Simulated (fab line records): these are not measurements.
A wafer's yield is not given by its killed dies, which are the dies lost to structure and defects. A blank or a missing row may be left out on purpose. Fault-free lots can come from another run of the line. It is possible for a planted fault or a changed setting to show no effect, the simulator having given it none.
fab line records    flow n5-finfet    part 2 of 2: steps 22 to 32 of 32
[record] lots = 5  wafers = 15  last-day = 17
route steps=1938 shown BEOL_M1@797
lots that met no fault: taken from a fault-free run of the same line
start-h: start of the lot's first displayed wafer, in hours after the record's first day    wait-h: hours elapsed since this lot's preceding step    " unchanged from the row above    L1.1+2: several wafers, shown together as one row    - no value, or no start given    * or withheld: withheld    < > ~ a bound
route shown NAME@n: names a module that has steps shown in the file, with the first one's number in the route    usual: mean/standard deviation of fault-free wafers    same: alike in all rows    chamber/n: place in a boat    sites: readings site by site    _std_site: the values' standard deviation    _edge_site: inner sites' mean taken away from outer sites' mean    radius-mm: how far each site lies from the wafer's centre    mask NAME#n: copy n    behind: the last tool/chamber to shape the wafer    hold: cause of the lot's hold/its duration in hours/its outcome    device: transistor that didn't switch, given as n, p or np    end of line: at the end of the route, the tests of the same wafers    a step without rows: its recipe alone    killed: at the first sort, the dies lost to defects and structure; wafer yield is something else    map: dies across one wafer; x = killed, . = not, _ = none there
set.NAME: setting as actually run; set.NAME@STEP: the setting as run at that earlier step    model.NAME: the simulator's own value behind a step, which no gauge read
lots at selected steps of the route; one table per step, one row per wafer
services: from which hour (start-h, from the record's first day; less than 0 if before it) a tool's chamber was out of use, for how many hours, and why
[[steps]]
[step N5_BEOL_M1_SPUTTER_81]
[recipe] material = Cu  target-thk-a = 45  temp-c = -20  chamber-pressure-pa = 0.07  power-w = withheld  time-s = 8.29
[usual] throttle-valve-pct = 29.7/1.1
lot.wafer  tool            chamber  start-h  wait-h  throttle-valve-pct
L075.2     pvd-sputter-02  -        143.81   0.1     30.4
L075.3     "               -        "        "       29.6
L075.5     "               -        "        "       28.6
L084.4     pvd-sputter-03  -        197.92   0.1     29.9
L084.5     "               -        "        "       28.7
L084.6     "               -        "        "       30.1
L089.2     pvd-sputter-01  -        226.68   0.1     27.6
L089.3     "               -        "        "       29.3
L089.5     "               -        "        "       30.8
L090.4     pvd-sputter-03  -        236.54   0.1     28.4
L090.5     "               -        "        "       30.1
L090.6     "               -        "        "       30.7
L092.2     pvd-sputter-03  -        250.56   0.1     28.7
L092.3     "               -        "        "       29.9
L092.5     "               -        "        "       28.6
[step N5_BEOL_M1_ANNEAL_82]
[recipe] temp-c = 400  time-s = 240  ambient = vacuum
[usual] heater-power-w = 903/65
lot.wafer  tool            chamber  start-h  wait-h  heater-power-w
L075.2     pvd-sputter-02  -        143.89   0.0     849
L075.3     "               -        "        "       826
L075.5     "               -        "        "       882
L084.4     pvd-sputter-03  -        198.00   0.0     978
L084.5     "               -        "        "       911
L084.6     "               -        "        "       981
L089.2     pvd-sputter-01  -        226.76   0.0     929
L089.3     "               -        "        "       1000
L089.5     "               -        "        "       1003
L090.4     pvd-sputter-03  -        236.62   0.0     933
L090.5     "               -        "        "       835
L090.6     "               -        "        "       873
L092.2     pvd-sputter-03  -        250.64   0.0     934
L092.3     "               -        "        "       839
L092.5     "               -        "        "       910
[step N5_BEOL_M1_SPUTTER_86]
[recipe] material = Cu  target-thk-a = 45  temp-c = -20  chamber-pressure-pa = 0.07  power-w = withheld  time-s = 8.29
[usual] throttle-valve-pct = 29.7/1.1
lot.wafer  tool            chamber  start-h  wait-h  throttle-valve-pct
L075.2     pvd-sputter-02  -        144.03   0.1     30.3
L075.3     "               -        "        "       29.8
L075.5     "               -        "        "       28.8
L084.4     pvd-sputter-03  -        198.14   0.1     30.0
L084.5     "               -        "        "       28.5
L084.6     "               -        "        "       29.6
L089.2     pvd-sputter-01  -        226.90   0.1     27.6
L089.3     "               -        "        "       29.3
L089.5     "               -        "        "       30.5
L090.4     pvd-sputter-03  -        236.76   0.1     28.4
L090.5     "               -        "        "       30.2
L090.6     "               -        "        "       31.0
L092.2     pvd-sputter-03  -        250.78   0.1     28.6
L092.3     "               -        "        "       30.2
L092.5     "               -        "        "       28.7
[step N5_BEOL_M1_ANNEAL_87]
[recipe] temp-c = 400  time-s = 240  ambient = vacuum
[usual] heater-power-w = 902/66
lot.wafer  tool            chamber  start-h  wait-h  heater-power-w
L075.2     pvd-sputter-02  -        144.11   0.0     863
L075.3     "               -        "        "       812
L075.5     "               -        "        "       872
L084.4     pvd-sputter-03  -        198.22   0.0     987
L084.5     "               -        "        "       896
L084.6     "               -        "        "       987
L089.2     pvd-sputter-01  -        226.98   0.0     952
L089.3     "               -        "        "       1023
L089.5     "               -        "        "       1009
L090.4     pvd-sputter-03  -        236.84   0.0     912
L090.5     "               -        "        "       826
L090.6     "               -        "        "       864
L092.2     pvd-sputter-03  -        250.86   0.0     924
L092.3     "               -        "        "       805
L092.5     "               -        "        "       916
[step N5_BEOL_M1_SPUTTER_88]
[recipe] material = Cu  target-thk-a = 45  temp-c = -20  chamber-pressure-pa = 0.07  power-w = withheld  time-s = 8.29
[usual] throttle-valve-pct = 29.6/1.1
lot.wafer  tool            chamber  start-h  wait-h  throttle-valve-pct
L075.2     pvd-sputter-02  -        144.25   0.1     30.6
L075.3     "               -        "        "       29.5
L075.5     "               -        "        "       28.6
L084.4     pvd-sputter-03  -        198.36   0.1     29.7
L084.5     "               -        "        "       28.6
L084.6     "               -        "        "       29.6
L089.2     pvd-sputter-01  -        227.12   0.1     27.7
L089.3     "               -        "        "       29.0
L089.5     "               -        "        "       30.8
L090.4     pvd-sputter-03  -        236.98   0.1     28.6
L090.5     "               -        "        "       29.8
L090.6     "               -        "        "       30.9
L092.2     pvd-sputter-03  -        251.00   0.1     28.6
L092.3     "               -        "        "       30.0
L092.5     "               -        "        "       28.8
[step N5_BEOL_M1_ANNEAL_89]
[recipe] temp-c = 400  time-s = 240  ambient = vacuum
[usual] heater-power-w = 903/64
lot.wafer  tool            chamber  start-h  wait-h  heater-power-w
L075.2     pvd-sputter-02  -        144.33   0.0     840
L075.3     "               -        "        "       812
L075.5     "               -        "        "       874
L084.4     pvd-sputter-03  -        198.44   0.0     987
L084.5     "               -        "        "       912
L084.6     "               -        "        "       992
L089.2     pvd-sputter-01  -        227.20   0.0     937
L089.3     "               -        "        "       1040
L089.5     "               -        "        "       964
L090.4     pvd-sputter-03  -        237.06   0.0     894
L090.5     "               -        "        "       839
L090.6     "               -        "        "       878
L092.2     pvd-sputter-03  -        251.08   0.0     933
L092.3     "               -        "        "       825
L092.5     "               -        "        "       940
[step N5_BEOL_M1_SPUTTER_90]
[recipe] material = Cu  target-thk-a = 45  temp-c = -20  chamber-pressure-pa = 0.07  power-w = withheld  time-s = 8.29
[usual] throttle-valve-pct = 29.7/1
lot.wafer  tool            chamber  start-h  wait-h  throttle-valve-pct
L075.2     pvd-sputter-02  -        144.47   0.1     30.7
L075.3     "               -        "        "       29.5
L075.5     "               -        "        "       28.4
L084.4     pvd-sputter-03  -        198.58   0.1     29.8
L084.5     "               -        "        "       28.5
L084.6     "               -        "        "       29.8
L089.2     pvd-sputter-01  -        227.34   0.1     27.9
L089.3     "               -        "        "       29.3
L089.5     "               -        "        "       30.6
L090.4     pvd-sputter-03  -        237.20   0.1     28.7
L090.5     "               -        "        "       29.9
L090.6     "               -        "        "       30.6
L092.2     pvd-sputter-03  -        251.22   0.1     28.7
L092.3     "               -        "        "       29.6
L092.5     "               -        "        "       28.4
[step N5_BEOL_M1_ANNEAL_91]
[recipe] temp-c = 400  time-s = 240  ambient = vacuum
[usual] heater-power-w = 905/67
lot.wafer  tool            chamber  start-h  wait-h  heater-power-w
L075.2     pvd-sputter-02  -        144.55   0.0     860
L075.3     "               -        "        "       841
L075.5     "               -        "        "       867
L084.4     pvd-sputter-03  -        198.66   0.0     1016
L084.5     "               -        "        "       928
L084.6     "               -        "        "       959
L089.2     pvd-sputter-01  -        227.42   0.0     947
L089.3     "               -        "        "       1014
L089.5     "               -        "        "       998
L090.4     pvd-sputter-03  -        237.28   0.0     932
L090.5     "               -        "        "       823
L090.6     "               -        "        "       866
L092.2     pvd-sputter-03  -        251.30   0.0     938
L092.3     "               -        "        "       826
L092.5     "               -        "        "       912
[step N5_BEOL_M1_SPUTTER_92]
[recipe] material = Cu  target-thk-a = 45  temp-c = -20  chamber-pressure-pa = 0.07  power-w = withheld  time-s = 8.29
[usual] throttle-valve-pct = 29.7/1.1
lot.wafer  tool            chamber  start-h  wait-h  throttle-valve-pct
L075.2     pvd-sputter-02  -        144.69   0.1     30.5
L075.3     "               -        "        "       29.6
L075.5     "               -        "        "       28.8
L084.4     pvd-sputter-03  -        198.80   0.1     30.0
L084.5     "               -        "        "       28.7
L084.6     "               -        "        "       29.4
L089.2     pvd-sputter-01  -        227.56   0.1     27.5
L089.3     "               -        "        "       29.3
L089.5     "               -        "        "       30.9
L090.4     pvd-sputter-03  -        237.42   0.1     28.6
L090.5     "               -        "        "       30.0
L090.6     "               -        "        "       30.7
L092.2     pvd-sputter-03  -        251.44   0.1     28.7
L092.3     "               -        "        "       30.0
L092.5     "               -        "        "       28.6
[step N5_BEOL_M1_ANNEAL_93]
[recipe] temp-c = 400  time-s = 240  ambient = vacuum
[usual] heater-power-w = 903/66
lot.wafer  tool            chamber  start-h  wait-h  heater-power-w
L075.2     pvd-sputter-02  -        144.77   0.0     865
L075.3     "               -        "        "       801
L075.5     "               -        "        "       852
L084.4     pvd-sputter-03  -        198.88   0.0     977
L084.5     "               -        "        "       911
L084.6     "               -        "        "       989
L089.2     pvd-sputter-01  -        227.64   0.0     925
L089.3     "               -        "        "       999
L089.5     "               -        "        "       1005
L090.4     pvd-sputter-03  -        237.50   0.0     906
L090.5     "               -        "        "       835
L090.6     "               -        "        "       870
L092.2     pvd-sputter-03  -        251.52   0.0     948
L092.3     "               -        "        "       830
L092.5     "               -        "        "       936
[step N5_BEOL_M1_SPUTTER_94]
[recipe] material = Cu  target-thk-a = 45  temp-c = -20  chamber-pressure-pa = 0.07  power-w = withheld  time-s = 8.29
[usual] throttle-valve-pct = 29.7/1
lot.wafer  tool            chamber  start-h  wait-h  throttle-valve-pct
L075.2     pvd-sputter-02  -        144.91   0.1     30.5
L075.3     "               -        "        "       29.7
L075.5     "               -        "        "       28.7
L084.4     pvd-sputter-03  -        199.02   0.1     29.7
L084.5     "               -        "        "       28.6
L084.6     "               -        "        "       29.9
L089.2     pvd-sputter-01  -        227.78   0.1     27.7
L089.3     "               -        "        "       29.3
L089.5     "               -        "        "       30.6
L090.4     pvd-sputter-03  -        237.64   0.1     28.6
L090.5     "               -        "        "       30.0
L090.6     "               -        "        "       30.9
L092.2     pvd-sputter-03  -        251.66   0.1     28.7
L092.3     "               -        "        "       30.3
L092.5     "               -        "        "       28.7
[[services]]
tool            chamber  start-h  hours  kind
wet-bench-05    -        119.04   7.0    repair
rie-diel-01     1        126.45   15.1   repair
ald-metal-01    3        128.98   23.7   repair
pvd-sputter-02  -        134.32   7.9    repair
cvd-co-01       -        138.24   1.0    repair
rie-diel-03     3        146.00   3.7    repair
ald-metal-03    0        155.29   8.0    repair
pvd-sputter-02  -        157.03   4.8    repair
rie-diel-03     2        173.35   -      clean
rie-diel-03     2        173.35   -      consumable-replace:focus-ring
rie-diel-03     2        173.35   19.9   scheduled-down
rie-diel-03     2        173.35   19.9   vent-cycle
rie-diel-01     1        197.73   6.1    repair
ald-metal-03    2        207.00   205.9  repair
rie-diel-01     1        210.44   1.8    repair
pvd-sputter-03  -        216.20   4.0    repair
ald-metal-01    0        222.67   8.0    repair
ald-metal-01    -        228.84   14.6   pm
rie-diel-03     1        245.77   -      clean
rie-diel-03     1        245.77   -      consumable-replace:focus-ring
rie-diel-03     1        245.77   18.5   scheduled-down
rie-diel-03     1        245.77   18.5   vent-cycle
